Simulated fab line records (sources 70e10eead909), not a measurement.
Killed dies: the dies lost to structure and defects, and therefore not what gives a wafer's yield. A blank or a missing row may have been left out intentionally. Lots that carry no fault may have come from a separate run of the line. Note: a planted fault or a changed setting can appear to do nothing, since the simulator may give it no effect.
Problem report in the 8D (eight disciplines) form, filled by code | flow nand_harc | the parts of the form that need people (team, actions taken, sign-off) are left out

## 1. THE PROBLEM
Wafers without a fault read 346.0 s, standard deviation 0.43; run_length_s at NHARC_A_CHANNEL_HOLE_D1_ETCH_39 reads a mean of 263.3 s on 12 wafers belonging to 4 lots. So: -99 or more standard deviations from the usual mean.
The step: etches the open film in N2/H2, target depth 260 nm, time 325 s.
Earliest sighting: wafer L923.4 on rie_diel-01 at day 13 17:57. Wafers with a number at this step in the record: 48, from 16 lots. The rule behind "out" and "out of limits": a value lying over 4 standard deviations away from the usual mean. The other wafers with a number count as sound.

## 2. WHAT THIS IS AND IS NOT
question                    | is                     | is not
which readings at this step | run_length_s           | drypump_motor_current_A, oes_product_au, rf_vpp_V, showerhead_plenum_p_Torr
which lots                  | L923, L924, L926, L928 | L910, L911, L912, L913, L914, L916, L917, L918, L921, L922, L927, L931
which wafers of those lots  | all that have a number | -
read on which tools         | rie_diel-01            | rie_diel-02, rie_diel-08
when                        | from day 13 17:57      | up to then (30 sound wafers); but 6 sound wafers of L927, L931 came after

## 3. WHAT RULES OUT EACH SUSPECT
Counting: a tool stays on the suspect list if, at a process step up to the reading, it processed all lots that are out and no sound lot following the first of them.
- rie_diel-01 at NHARC_A_CHANNEL_HOLE_D1_ETCH_39 (etches the open film in N2/H2, target depth 260 nm, time 325 s): kept. All lots that are out passed through it, beginning with L923 at day 13 17:57, and no sound lot followed; its final sound lot before that point was L922 at day 13 07:55. Its own readings are out on those wafers: run_length_s.
The count leaves rie_diel-01 at NHARC_A_CHANNEL_HOLE_D1_ETCH_39.

## 4. THE CAUSE (what the simulator had put in)
Process parameters drifting: rie_diel-01 at NHARC_A_CHANNEL_HOLE_D1_ETCH_39, beginning at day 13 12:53. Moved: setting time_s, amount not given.
After counting, this tool was the only one left.

## 5. THE EFFECT CHAIN, in route order
One row per reading whose mean, taken over the struck wafers that have a number, lies over 3 standard deviations from the usual. Readings are gone through only where the record gives a usual standard deviation; hours: the median, over the lots, of the time from a lot's start at the first step in this table giving one to that lot's start at this step; sigmas: the change measured in usual standard deviations.
hours | step                            | reading      | usual   | on struck wafers | change | sigmas
0     | NHARC_A_CHANNEL_HOLE_D1_ETCH_39 | run_length_s | 346.0 s | 263.3            | -82.7  | -99 or more
Process steps it contains:
- NHARC_A_CHANNEL_HOLE_D1_ETCH_39: etches the open film in N2/H2, target depth 260 nm, time 325 s.
Later measuring or inspecting steps at which every struck wafer that the step has a row for has a number for every such reading, and none has moved that far: NHARC_A_CHANNEL_HOLE_D1_CD_MEAS_18.

## 6. WHAT WOULD HAVE CAUGHT IT SOONER
In this record no reading fell out of limits until day 13 17:57, 5 hours after the fault had begun at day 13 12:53.
